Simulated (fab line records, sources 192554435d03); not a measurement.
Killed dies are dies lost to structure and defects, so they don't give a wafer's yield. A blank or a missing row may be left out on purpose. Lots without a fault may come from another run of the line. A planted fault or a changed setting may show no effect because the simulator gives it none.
fab line records | flow n5_finfet | part 2 of 2: steps 20 to 29 of 29
record lots=5 wafers=15 last_day=17
route steps=1938 shown BEOL_M0@718
lots that met no fault: from a run of the same line without faults
start_h: hours from the record's first day to the start of the lot's first wafer shown | wait_h: hours since the lot's step before | " the same as in the row above | L1.1+2: a row that stands for several wafers | - no value, or no start given | * or withheld: withheld | < > ~ a bound
route shown NAME@n: a module of which the file shows steps, and the number in the route of the first | usual: mean/standard deviation of fault-free wafers | same: alike in all rows | chamber/n: place in a boat | sites: the reading at each site | _std_site: their standard deviation | _edge_site: outer sites' mean less inner sites' | radius_mm: how far each site lies from the wafer's centre | mask NAME#n: copy n | behind: the tool/chamber that last shaped the wafer | hold: why the lot was held/for how many hours/how that ended | device: the transistor (n, p or np) that didn't switch | end of line: the same wafers' tests at the end of the route | a step without rows: its recipe alone | killed: dies lost to structure and defects at the first sort, not the wafer's yield | map: a wafer's dies, x killed, . not, _ none there
set.NAME: the setting as run; set.NAME@STEP: as run at that earlier step | model.NAME: the simulator's own value behind a step, which no gauge read
lots at some steps of the route; a table a step, a row a wafer
services: from which hour (start_h, from the record's first day; less than 0 if before it) a tool's chamber was out of use, for how many hours, and why
## steps
# step N5_BEOL_M0_ANNEAL_133
# recipe temp_c=400 time_s=60 ambient=vacuum
# usual heater_power_w=795/62
# columns lot.wafer tool chamber start_h wait_h heater_power_w
L076.1 pvd_sputter-03 - 137.97 0.0 863
L076.2 " - " " 905
L076.5 " - " " 713
L081.1 pvd_sputter-02 - 164.10 0.0 731
L081.3 " - " " 732
L081.4 " - " " 808
L084.1 pvd_sputter-02 - 180.23 0.0 710
L084.2 " - " " 799
L084.5 " - " " 703
L088.2 pvd_sputter-03 - 205.94 0.0 701
L088.4 " - " " 912
L088.6 " - " " 727
L097.2 pvd_sputter-02 - 253.86 0.0 777
L097.4 " - " " 709
L097.6 " - " " 798
# step N5_BEOL_M0_SPUTTER_134
# recipe material=Cu target_thk_a=40 temp_c=-20 chamber_pressure_pa=0.07 power_w=withheld time_s=7.37
# usual throttle_valve_pct=29.9/1.3
# columns lot.wafer tool chamber start_h wait_h throttle_valve_pct
L076.1 pvd_sputter-03 - 138.01 0.0 32.2
L076.2 " - " " 30.3
L076.5 " - " " 29.7
L081.1 pvd_sputter-02 - 164.14 0.0 30.3
L081.3 " - " " 26.7
L081.4 " - " " 28.8
L084.1 pvd_sputter-02 - 180.27 0.0 26.9
L084.2 " - " " 28.6
L084.5 " - " " 30.3
L088.2 pvd_sputter-03 - 205.98 0.0 30.0
L088.4 " - " " 30.2
L088.6 " - " " 29.9
L097.2 pvd_sputter-02 - 253.90 0.0 29.7
L097.4 " - " " 30.1
L097.6 " - " " 29.6
# step N5_BEOL_M0_ANNEAL_135
# recipe temp_c=400 time_s=60 ambient=vacuum
# usual heater_power_w=796/63
# columns lot.wafer tool chamber start_h wait_h heater_power_w
L076.1 pvd_sputter-03 - 138.09 0.0 837
L076.2 " - " " 930
L076.5 " - " " 713
L081.1 pvd_sputter-02 - 164.22 0.0 711
L081.3 " - " " 733
L081.4 " - " " 823
L084.1 pvd_sputter-02 - 180.35 0.0 713
L084.2 " - " " 803
L084.5 " - " " 703
L088.2 pvd_sputter-03 - 206.06 0.0 725
L088.4 " - " " 901
L088.6 " - " " 700
L097.2 pvd_sputter-02 - 253.98 0.0 803
L097.4 " - " " 727
L097.6 " - " " 765
# step N5_BEOL_M0_SPUTTER_141
# recipe material=Cu target_thk_a=40 temp_c=-20 chamber_pressure_pa=0.07 power_w=withheld time_s=7.37
# usual throttle_valve_pct=30.0/1.3
# columns lot.wafer tool chamber start_h wait_h throttle_valve_pct
L076.1 pvd_sputter-03 - 138.13 0.0 32.2
L076.2 " - " " 30.4
L076.5 " - " " 29.8
L081.1 pvd_sputter-02 - 164.26 0.0 30.7
L081.3 " - " " 26.6
L081.4 " - " " 28.7
L084.1 pvd_sputter-02 - 180.39 0.0 26.9
L084.2 " - " " 28.9
L084.5 " - " " 30.2
L088.2 pvd_sputter-03 - 206.10 0.0 30.0
L088.4 " - " " 30.5
L088.6 " - " " 30.1
L097.2 pvd_sputter-02 - 254.02 0.0 29.7
L097.4 " - " " 30.3
L097.6 " - " " 29.6
# step N5_BEOL_M0_ECD_118
# recipe material=Cu target_thk_a=3000
# columns lot.wafer tool chamber start_h wait_h
L076.1+2+5 ecd_cu-02 1,0,1 138.25 0.1
L081.1+3+4 ecd_cu-02 1,1,0 164.38 0.1
L084.1+2+5 ecd_cu-01 0,1,0 180.50 0.1
L088.2+4+6 ecd_cu-01 0,1,0 206.22 0.1
L097.2+4+6 ecd_cu-01 1,0,0 254.14 0.1
# step N5_BEOL_M0_ANNEAL_119
# recipe temp_c=225 time_s=90 ambient=N2
# usual wafer_temp_C_max=226.1/0.47
# columns lot.wafer tool chamber start_h wait_h wafer_temp_C_max
L076.1 rtp_anneal-02 0 138.33 0.1 225.7
L076.2 " 0 " " 225.4
L076.5 " 0 " " 225.6
L081.1 rtp_anneal-02 0 164.45 0.1 225.5
L081.3 " 0 " " 225.8
L081.4 " 0 " " 225.6
L084.1 rtp_anneal-02 0 180.67 0.2 225.5
L084.2 " 0 " " 225.3
L084.5 " 0 " " 225.5
L088.2 rtp_anneal-02 0 206.64 0.4 225.7
L088.4 " 0 " " 225.8
L088.6 " 0 " " 225.4
L097.2 rtp_anneal-02 0 254.27 0.1 225.8
L097.4 " 0 " " 225.8
L097.6 " 0 " " 225.8
# step N5_BEOL_M0_CMP_120
# recipe stop_on=SiOC t_overpolish_s=6.9 down_force_psi=1 platen_rpm=50 clearing_platen_down_force_psi=1.5 clearing_platen_rpm=50 post_cmp_clean=cu_alkaline clearing_platen_pad_velocity_m_s=0.99484 pad_velocity_m_s=0.99484
# usual barrier_field_endpoint_s=3.64/0.15 motor_current_A=6.1/0.45 overpolish_run_s=6.900/0.0097 pad_life_wafers=978/530 slurry_flow_ml_min=150.0/0.45 time_to_endpoint_s=62/3.4
# columns lot.wafer tool chamber start_h wait_h barrier_field_endpoint_s motor_current_A overpolish_run_s pad_life_wafers slurry_flow_ml_min time_to_endpoint_s
L076.2 cmp-02 0 138.70 0.3 3.50 6.0 6.907 542 150.6 62
L076.1 " 1 " " 3.45 6.4 6.894 543 150.1 67
L076.5 " 2 " " 3.52 6.1 6.909 - 149.8 64
L081.4 cmp-01 2 164.75 0.1 3.76 6.0 6.904 360 148.8 63
L081.3 " 3 " " 3.68 6.1 6.895 361 150.4 61
L081.1 " 0 " " 3.70 6.0 6.906 362 150.2 66
L084.1 cmp-03 2 181.06 0.3 3.59 5.1 6.898 1526 150.6 63
L084.2 " 3 " " 3.59 6.4 6.908 1527 149.8 64
L084.5 " 0 " " 3.68 6.6 6.903 - 150.4 66
L088.2 cmp-01 0 207.00 0.3 3.86 6.1 6.881 780 150.4 66
L088.4 " 1 " " 3.83 6.4 6.890 781 150.3 61
L088.6 " 0 " " 3.97 6.2 6.899 - 150.2 66
L097.2 cmp-02 0 254.56 0.2 3.37 6.1 6.909 967 150.6 56
L097.4 " 1 " " 3.63 6.4 6.891 968 149.4 61
L097.6 " 0 " " 3.54 6.5 6.909 - 150.0 56
# step N5_BEOL_M0_PRE_CLEAN_131
# recipe gas=NH3/H2 time_s=15 temp_c=* rf_power_w=300
# usual heater_power_w=86/17 rf_fwd_power_W=297.1/1.6
# columns lot.wafer tool chamber start_h wait_h heater_power_w rf_fwd_power_W
L076.1 cvd_co-01 2 138.98 0.1 90 296.2
L076.2 " 0 " " 64 297.0
L076.5 " 0 " " 65 296.6
L081.1 cvd_co-01 1 165.08 0.0 108 299.2
L081.3 " 0 " " 66 297.4
L081.4 " 2 " " 85 297.1
L084.1 cvd_co-02 0 181.32 0.0 102 297.5
L084.2 " 1 " " 89 298.7
L084.5 " 2 " " 63 294.3
L088.2 cvd_co-02 1 207.33 0.0 90 297.8
L088.4 " 2 " " 62 294.7
L088.6 " 0 " " 101 295.7
L097.2 cvd_co-02 1 254.85 0.0 94 298.5
L097.4 " 0 " " 103 296.8
L097.6 " 1 " " 91 299.1
# step N5_BEOL_M0_CO_CAP_123
# recipe material=Co target_thk_a=20 temp_c=200 precursor=CCTBA/H2 pressure_torr=30 time_s=102.1
# usual heater_power_w=238/21
# columns lot.wafer tool chamber start_h wait_h heater_power_w
L076.1 cvd_co-01 2 139.02 0.0 238
L076.2 " 0 " " 211
L076.5 " 0 " " 210
L081.1 cvd_co-01 1 165.12 0.0 265
L081.3 " 0 " " 216
L081.4 " 2 " " 241
L084.1 cvd_co-02 0 181.36 0.0 259
L084.2 " 1 " " 245
L084.5 " 2 " " 212
L088.2 cvd_co-02 1 207.37 0.0 245
L088.4 " 2 " " 207
L088.6 " 0 " " 252
L097.2 cvd_co-02 1 254.89 0.0 242
L097.4 " 0 " " 261
L097.6 " 1 " " 243
# step N5_BEOL_M0_PRE_CLEAN_124
# recipe gas=NH3 time_s=15 temp_c=withheld rf_power_w=300
# usual rf_fwd_power_W=294.2/1.6
# columns lot.wafer tool chamber start_h wait_h rf_fwd_power_W
L076.1 pecvd-01 1 139.11 0.1 296.4
L076.2 " 1 " " 296.9
L076.5 " 1 " " 295.8
L081.1 pecvd-04 0 165.22 0.1 297.0
L081.3 " 1 " " 295.2
L081.4 " 2 " " 292.6
L084.1 pecvd-01 2 181.45 0.1 292.7
L084.2 " 0 " " 293.6
L084.5 " 0 " " 293.3
L088.2 pecvd-03 2 207.46 0.1 293.2
L088.4 " 0 " " 292.9
L088.6 " 2 " " 294.2
L097.2 pecvd-04 0 254.98 0.1 297.8
L097.4 " 2 " " 293.1
L097.6 " 0 " " 295.5
## services
# columns tool chamber start_h hours kind
cmp-01 - 121.33 4.0 pm
cvd_co-02 - 123.56 6.9 pm
pvd_sputter-02 - 124.06 2.1 repair
pecvd-04 - 129.76 2.1 repair
cvd_co-02 - 130.46 2.8 pm
cvd_co-01 - 134.02 1.2 repair
pecvd-04 - 134.06 2.2 repair
pecvd-01 0 135.19 14.8 repair
cmp-02 - 148.75 66.2 repair
rie_diel-02 - 156.72 16.8 repair
ald_metal-04 - 156.82 2.9 repair
rie_diel-06 1 161.09 4.9 repair
rie_diel-05 2 164.28 5.6 repair
pecvd-01 - 178.46 0.7 repair
cmp-01 - 182.65 5.5 pm
cvd_co-02 1 187.00 10.4 repair
ecd_cu-02 - 187.02 7.1 pm
pecvd-01 - 195.58 6.0 pm
rie_diel-06 3 211.16 15.1 repair
cvd_co-01 0 211.71 6.2 repair
ald_metal-04 - 223.20 0.6 repair
rie_diel-02 2 226.34 13.2 repair
rie_diel-06 1 233.21 4.6 repair
rie_diel-06 - 242.52 0.3 repair
